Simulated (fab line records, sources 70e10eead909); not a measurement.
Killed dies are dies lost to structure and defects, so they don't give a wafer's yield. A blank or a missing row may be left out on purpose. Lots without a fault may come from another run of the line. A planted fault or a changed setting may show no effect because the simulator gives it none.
Chamber matching | flow nand_harc | NHARC_A_WL_FILL_STRIP_29 on rie_diel-12: 4 sister chambers
The step strips in O2, time 20 s. 14 wafers are shown with their chamber, then 7 later ones without.

WAFERS WITH THEIR CHAMBER
wafer  | chamber | drypump_motor_current_A (A) | oes_product_au (a.u.) | rf_vpp_V (V)
L074.1 | 3       | 5.1                         | 0.983                 | 57.3
L074.5 | 3       | 5.2                         | 0.997                 | 58.9
L074.6 | 0       | 6.3                         | 0.989                 | 58.9
L077.1 | 1       | 5.1                         | 1.008                 | 57.9
L077.4 | 0       | 6.3                         | 1.001                 | 55.1
L077.6 | 1       | 5.1                         | 0.995                 | 58.6
L081.3 | 3       | 5.2                         | 1.014                 | 56.2
L081.4 | 1       | 5.1                         | 1.007                 | 59.2
L081.6 | 1       | 5.1                         | 1.014                 | 58.3
L084.2 | 1       | 5.1                         | 1.002                 | 57.7
L084.3 | 2       | 6.4                         | 0.998                 | 56.7
L084.6 | 2       | 6.5                         | 0.992                 | 57.5
L085.4 | 2       | 6.5                         | 1.004                 | 59.1
L085.5 | 0       | 6.3                         | 0.990                 | 58.1

SIGNATURES (means of the wafers above)
reading                 | chamber 0 | chamber 1 | chamber 2 | chamber 3 | scatter within a chamber
drypump_motor_current_A | 6.300     | 5.100     | 6.467     | 5.167     | 0.0365
oes_product_au          | 0.99333   | 1.00520   | 0.99800   | 0.99800   | 0.00919
rf_vpp_V                | 57.367    | 58.340    | 57.767    | 57.467    | 1.27
Rule: a wafer's distance from a chamber is the root of the sum, over the readings, of the square of ((its reading less the chamber's mean) divided by the reading's scatter). The wafer belongs to the nearest chamber; if the next one is less than 2 further off, it can't be placed. The scatter: the root of (the sum of the squares of (reading less its chamber's mean) over the shown wafers, divided by (wafers less chambers)).

WAFERS WITHOUT THEIR CHAMBER
wafer  | drypump_motor_current_A (A) | oes_product_au (a.u.) | rf_vpp_V (V)
L085.6 | 5.1                         | 1.009                 | 57.6
L091.1 | 6.5                         | 1.016                 | 57.5
L091.3 | 6.3                         | 1.001                 | 58.5
L091.6 | 6.4                         | 1.003                 | 58.2
L095.1 | 6.3                         | 1.012                 | 57.1
L095.2 | 5.1                         | 1.016                 | 57.6
L095.4 | 5.2                         | 1.007                 | 56.6

WHICH CHAMBER EACH WENT THROUGH
wafer  | from the rows above     | in truth
L085.6 | can't be placed: 1 or 3 | 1
L091.1 | 2                       | 2
L091.3 | 0                       | 0
L091.6 | can't be placed: 2 or 0 | 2
L095.1 | 0                       | 0
L095.2 | can't be placed: 1 or 3 | 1
L095.4 | can't be placed: 3 or 1 | 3
Placed correctly: 3 of 7. Can't be placed from these rows: 4 (the true chamber is among the candidates in 4). Placed wrongly: 0.
